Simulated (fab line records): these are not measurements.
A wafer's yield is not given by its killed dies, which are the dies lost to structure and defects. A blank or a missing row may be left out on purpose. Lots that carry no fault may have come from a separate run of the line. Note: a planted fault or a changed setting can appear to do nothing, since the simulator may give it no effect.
Matching of chambers + flow n5-finfet + N5_BEOL_M3_ALD_98 on ald-sin-04: 4 sister chambers
The step deposits SiO2, target thk 2.5 nm, pulse time 1 s, co reactant pulse time 1 s. 4 wafers are shown with their chamber, then 7 later ones without.

## WAFERS WITH THEIR CHAMBER
| wafer  | chamber | heater-power-w (W) |
|--------|---------|--------------------|
| L080.1 | 2       | 94                 |
| L080.4 | 0       | 66                 |
| L090.1 | 3       | 66                 |
| L090.2 | 1       | 79                 |

## WAFERS WITHOUT THEIR CHAMBER
| wafer  | heater-power-w (W) |
|--------|--------------------|
| L090.4 | 67                 |
| L091.1 | 68                 |
| L091.2 | 79                 |
| L091.3 | 96                 |
| L091.4 | 66                 |
| L091.5 | 82                 |
| L091.6 | 65                 |

## THE CHAMBER EACH PASSED THROUGH
| wafer  | from the rows above     | in truth |
|--------|-------------------------|----------|
| L090.4 | can't be placed: 0 or 3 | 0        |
| L091.1 | can't be placed: 0 or 3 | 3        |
| L091.2 | 1                       | 1        |
| L091.3 | 2                       | 2        |
| L091.4 | can't be placed: 0 or 3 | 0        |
| L091.5 | 1                       | 1        |
| L091.6 | can't be placed: 0 or 3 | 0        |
Correctly placed: 3 of 7. Can't be placed from these rows: 4 (the true chamber is among the candidates in 4). Wrongly placed: 0.
How it was worked out, from the rows above alone: a wafer's distance from a chamber is the root of the sum, over the readings, of the square of ((its reading less the chamber's mean) divided by the reading's scatter). The wafer belongs to the nearest chamber; if the next one is less than 2 further off, it can't be placed. Each chamber's mean is taken over the wafers shown for it. The scatter (one wafer shown for each chamber): square how far every hidden wafer sits from the nearest shown wafer, average those squares and take the square root.
